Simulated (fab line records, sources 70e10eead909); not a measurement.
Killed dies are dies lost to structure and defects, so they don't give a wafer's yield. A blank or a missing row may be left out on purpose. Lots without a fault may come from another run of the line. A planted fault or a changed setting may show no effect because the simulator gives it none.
Chamber matching | flow nand_harc | NHARC_A_STAIRCASE_STRIP_476 on rie_diel-04: 4 sister chambers
The step strips in O2, time 20 s. 20 wafers are shown with their chamber, then 10 later ones without.

WAFERS WITH THEIR CHAMBER
wafer  | chamber | drypump_motor_current_A (A) | showerhead_plenum_p_Torr (Torr) | rf_vpp_V (V)
L074.3 | 3       | 5.3                         | 3.63                            | 59.4
L074.4 | 0       | 5.8                         | 3.53                            | 58.8
L074.6 | 1       | 4.8                         | 3.37                            | 56.7
L075.3 | 1       | 4.8                         | 3.37                            | 57.8
L075.4 | 0       | 5.8                         | 3.53                            | 57.5
L075.5 | 1       | 4.8                         | 3.37                            | 57.4
L077.1 | 1       | 4.8                         | 3.37                            | 57.1
L077.2 | 2       | 5.8                         | 3.75                            | 57.8
L077.4 | 0       | 5.8                         | 3.53                            | 58.6
L079.1 | 0       | 5.9                         | 3.52                            | 57.9
L079.3 | 2       | 5.8                         | 3.74                            | 60.1
L079.5 | 3       | 5.3                         | 3.63                            | 57.9
L087.2 | 2       | 5.8                         | 3.73                            | 57.9
L087.4 | 1       | 4.8                         | 3.35                            | 57.4
L087.6 | 0       | 5.8                         | 3.51                            | 56.8
L088.2 | 0       | 5.9                         | 3.51                            | 56.9
L088.5 | 2       | 5.8                         | 3.73                            | 58.8
L088.6 | 1       | 4.8                         | 3.35                            | 57.0
L091.2 | 1       | 4.8                         | 3.35                            | 57.2
L091.3 | 2       | 5.8                         | 3.72                            | 57.9

SIGNATURES (means of the wafers above)
reading                  | chamber 0 | chamber 1 | chamber 2 | chamber 3 | scatter within a chamber
drypump_motor_current_A  | 5.833     | 4.800     | 5.800     | 5.300     | 0.0289
showerhead_plenum_p_Torr | 3.5217    | 3.3614    | 3.7340    | 3.6300    | 0.0103
rf_vpp_V                 | 57.750    | 57.229    | 58.500    | 58.650    | 0.761
Rule: a wafer's distance from a chamber is the root of the sum, over the readings, of the square of ((its reading less the chamber's mean) divided by the reading's scatter). The wafer belongs to the nearest chamber; if the next one is less than 2 further off, it can't be placed. The scatter: the root of (the sum of the squares of (reading less its chamber's mean) over the shown wafers, divided by (wafers less chambers)).

WAFERS WITHOUT THEIR CHAMBER
wafer  | drypump_motor_current_A (A) | showerhead_plenum_p_Torr (Torr) | rf_vpp_V (V)
L091.5 | 5.8                         | 3.51                            | 59.3
L093.4 | 4.8                         | 3.34                            | 59.0
L093.5 | 5.8                         | 3.72                            | 57.4
L093.6 | 5.3                         | 3.60                            | 56.8
L094.1 | 5.8                         | 3.50                            | 59.2
L094.3 | 5.8                         | 3.72                            | 58.2
L094.4 | 4.8                         | 3.35                            | 58.1
L095.1 | 5.3                         | 3.60                            | 57.4
L095.2 | 5.8                         | 3.71                            | 57.6
L095.6 | 5.8                         | 3.71                            | 58.8

WHICH CHAMBER EACH WENT THROUGH
wafer  | from the rows above | in truth
L091.5 | 0                   | 0
L093.4 | 1                   | 1
L093.5 | 2                   | 2
L093.6 | 3                   | 3
L094.1 | 0                   | 0
L094.3 | 2                   | 2
L094.4 | 1                   | 1
L095.1 | 3                   | 3
L095.2 | 2                   | 2
L095.6 | 2                   | 2
Placed correctly: 10 of 10. Can't be placed from these rows: 0. Placed wrongly: 0.
